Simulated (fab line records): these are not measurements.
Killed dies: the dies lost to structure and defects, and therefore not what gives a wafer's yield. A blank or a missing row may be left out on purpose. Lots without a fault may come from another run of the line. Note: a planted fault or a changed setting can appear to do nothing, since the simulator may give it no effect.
Struck lot and sound lot, side by side :: flow n5Finfet :: 22 steps out of a route of 1938
Sound: wafers L222.1, L222.2, L222.4. Struck: wafers L208.3, L208.4, L208.5. The cause is named last.
At each step with rows: each side's tool, then ch and its chambers, then its first start. Under that, the readings that differ: sound wafers :: struck wafers :: difference of the means :: sigmas: that difference in standard deviations of wafers without a fault.
alike: a reading whose means differ by less than 2 such deviations, as well as words and numbers matching on both sides. not compared: withheld readings; readings where some wafer has no value; bounds like >300 that might hide an equal value; numbers whose values overlap and for which the record gives no deviation.
The two part at a step that has a row with sigmas, a row that says differs or no value, or rows on one side only. Numbers that don't overlap but have no deviation are shown without sigmas and don't part them. A reading that every wafer of one side lacks parts them only if that side has two wafers or more.

first, 9 steps without rows for these wafers: N5_BEOL_M11_ILD_DEP_00 (deposits SiCOH lowk from DEMS/porogen, target thk 308.51 nm, time 58 s); N5_BEOL_M11_CURE_71 (cures SiCOH lowk, time 240 s); N5_BEOL_M11_PECVD_70 (deposits SiO2 from TEOS/O2, target thk 20 nm, time 22.7 s); N5_BEOL_M11_HM_DEP_02 (deposits TiN, target thk 20 nm); N5_BEOL_M11_COAT_59 (time 60 s, resist thk 100 nm); N5_BEOL_M11_COAT_60 (time 60 s, resist thk 30 nm); N5_BEOL_M11_COAT_05 (resist thk 90 nm); N5_BEOL_M11_EBR_07; N5_BEOL_M11_SOFTBAKE_06 (time 60 s).
N5_BEOL_M11_EXPOSE_08: exposes mask M11.
  sound on arfiScanner-01 ch 0, day 17 00:38; struck on arfiScanner-03 ch 0, day 18 04:46
reading: exposureDoseMJCm2
sound: 53.65 53.67 53.70
struck: 52.64 52.64 52.61
difference: -1.04
sigmas: -22
  alike: mask
then, 2 steps without rows for these wafers: N5_BEOL_M11_PEB_09 (peb time 60 s); N5_BEOL_M11_DEVELOP_10 (develop time 30 s).
N5_BEOL_M11_CD_MEAS_11 targets a cd of 64.1 nm.
  sound on cdSem-01 ch 0, day 17 00:46; struck on cdSem-03 ch 0, day 18 04:53
reading: cdNm (nm)
sound: 64.9 64.4 63.7
struck: 63.0 62.4 62.6
difference: -1.7
sigmas: -3
then, 1 step without rows for these wafers: N5_BEOL_M11_DESCUM_16 (chemistry O2, time 7.9 s).
N5_BEOL_M11_ETCH_61: etches SiARC in CF4, target depth 39 nm, time 65 s.
  sound on rieDiel-01 ch 0,1,2, day 17 01:00; struck on rieDiel-03 ch 1,2,3, day 18 05:02
reading: model.BEOL_M11.cdOffsetNm (nm)
sound: 0.6 0 0
struck: -1.2 -1.4 -1.4
difference: -1.5
sigmas: 
  alike: chamberPressureMTorr, drypumpMotorCurrentA, etchRfOnTimeS, oesProductAu, rfVppV, showerheadPlenumPTorr, throttleValvePct
  not compared: rfHoursCounterH
then, 3 steps without rows for these wafers: N5_BEOL_M11_ETCH_62 (etches SOC in N2/H2, target depth 110 nm, overetch 22 nm, time 165 s); N5_BEOL_M11_STRIP_68 (strips in N2/H2); N5_BEOL_M11_STRIP_67 (strips in CF4).
N5_BEOL_M11_HM_OPEN_17: chemistry Cl2/BCl3, target TiN, target depth 20 nm, overetch 6 nm.
  sound on rieMetal-02 ch 0,1, day 17 01:14; struck on rieMetal-02 ch 0,1, day 18 05:19
reading: model.BEOL_M11.cdOffsetNm (nm)
sound: 0.6 0 -0.2
struck: -1 -1.2 -1.2
difference: -1
sigmas: 
  alike: chamberPressureMTorr, drypumpMotorCurrentA, oesProductAu, throttleValvePct
  not compared: rfHoursCounterH
then, 1 step without rows for these wafers: N5_BEOL_M11_STRIP_19 (strips in O2).
N5_BEOL_M11_CD_MEAS_18: pitch 140 nm, target cd 70 nm.
  struck on cdSem-03, day 18 05:28; sound on cdSem-02, day 17 01:26
reading: cdNm (nm)
sound: 71.1 69.7 69.7
struck: 69.3 68.7 69.0
difference: -1.2
sigmas: -2
then, 1 step without rows for these wafers: N5_BEOL_M11_COAT_63 (time 60 s, resist thk 100 nm).

## WHERE THEY PART
Last at N5_BEOL_M11_CD_MEAS_18 as far as this record goes, first at N5_BEOL_M11_EXPOSE_08.

WHY: the cause the simulator had injected
Drift in process parameters on arfiScanner-03 at N5_BEOL_M11_EXPOSE_08, starting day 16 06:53. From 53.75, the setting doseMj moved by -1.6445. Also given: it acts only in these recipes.
